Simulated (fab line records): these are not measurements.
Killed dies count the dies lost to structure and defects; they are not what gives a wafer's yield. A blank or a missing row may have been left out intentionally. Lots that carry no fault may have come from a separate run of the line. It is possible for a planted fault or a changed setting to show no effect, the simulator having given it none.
8D (eight disciplines) problem report, filled in by code / flow n5-finfet / the parts of the form that need people (team, actions taken, sign-off) are left out

== 1. WHAT IS WRONG ==
At N5_MOL_CONTACT_COAG_INSPECT_42, raw-defect-count averages 1542 over 6 wafers from 2 lots, while fault-free wafers read 193, standard deviation 49. That is +28 standard deviations from the usual mean.
The step: inspects for defects (brightfield).
Seen first at day 9 08:25 on defect-inspect-02, wafer L915.2. Wafers with a number at this step in the record: 12, from 4 lots. Rule for "out" (also "out of limits"): further than 4 standard deviations from the usual mean. The other wafers with a number count as sound.

== 2. WHAT IT IS AND WHAT IT IS NOT ==
question=which readings at this step; is=raw-defect-count; is not=-
question=which lots; is=L915, L916; is not=L909, L914
question=which wafers of those lots; is=all that have a number; is not=-
question=read on which gauges; is=defect-inspect-02; is not=-
question=when; is=from day 9 08:25; is not=up to then (6 sound wafers)

== 3. SUSPECTS, AND WHAT RULES EACH OUT ==
Counting: a tool at any process step up to the reading remains a suspect when it ran all the lots that are out and ran no sound lot after the first of those.
- the gauge at N5_MOL_CONTACT_COAG_INSPECT_42 has been ruled out. All the wafers that are out were read on defect-inspect-02, but those of them that N5_PASSIVATION_PROBE_49 has rows for are out there too, on other tools.
- plasma-asher-02 at N5_MOL_CONTACT_COAG_STRIP_119 (strips in N2/H2, time 30 s): kept. It ran every lot that is out, first L915 (day 9 07:50), and no sound lot after that; its last sound lot up to then is L909 (day 7 22:59).
The count leaves plasma-asher-02 at N5_MOL_CONTACT_COAG_STRIP_119.

== 4. THE CAUSE (what the simulator had put in) ==
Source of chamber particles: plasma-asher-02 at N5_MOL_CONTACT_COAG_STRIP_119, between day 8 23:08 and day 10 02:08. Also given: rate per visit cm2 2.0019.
Counting left only this tool.

== 5. SEQUENCE OF EFFECTS, ordered by route ==
Each row: a reading whose mean over the struck wafers that have a number lies more than 3 standard deviations from the usual. Readings are gone through only where the record gives a usual standard deviation; hours: the median, over the lots, of the time from a lot's start at the first step in this table giving one to that lot's start at this step; sigmas: the change measured in usual standard deviations.
hours=0; step=N5_MOL_CONTACT_COAG_INSPECT_42; reading=raw-defect-count; usual=193; on struck wafers=1542; change=+1349; sigmas=+28
hours=192; step=N5_PASSIVATION_PROBE_49; reading=defect-limited-yield; usual=91.7 %; on struck wafers=78.3; change=-13.4; sigmas=-9.6
hours=192; step=N5_PASSIVATION_PROBE_49; reading=killed-at-contacts; usual=13; on struck wafers=157; change=+144; sigmas=+22
hours=192; step=N5_PASSIVATION_PROBE_49; reading=killed-dies; usual=98; on struck wafers=256; change=+158; sigmas=+9.9
hours=192; step=N5_PASSIVATION_PROBE_49; reading=sort_bin_5_function; usual=4.9 %; on struck wafers=12.6; change=+7.7; sigmas=+8.1
hours=192; step=N5_PASSIVATION_PROBE_49; reading=sort-n-pass; usual=1080; on struck wafers=924; change=-156; sigmas=-6.8
hours=192; step=N5_PASSIVATION_PROBE_49; reading=sort-yield-pct; usual=91.5 %; on struck wafers=78.3; change=-13.2; sigmas=-7.0
Its process steps:
- N5_PASSIVATION_PROBE_49
At these later measuring or inspecting steps, every struck wafer for which the step has a row has a number for every such reading, and none has moved that far: N5_BEOL_M4_RC_MEAS_101.

== 6. WHAT WOULD HAVE CAUGHT IT SOONER ==
In this record the first reading out of limits at a measuring or inspecting step was taken at day 9 08:25, 9 hours after the fault began at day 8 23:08.
An alarm limit of 4 standard deviations would not have fired on the tool readings at N5_MOL_CONTACT_COAG_STRIP_119 for which the record gives a usual standard deviation, since none of them was out on any struck wafer.
L916, from the lots that are out (2), started N5_MOL_CONTACT_COAG_STRIP_119 on plasma-asher-02 later than day 9 08:25. A tool hold placed at that time would have kept it from harm.
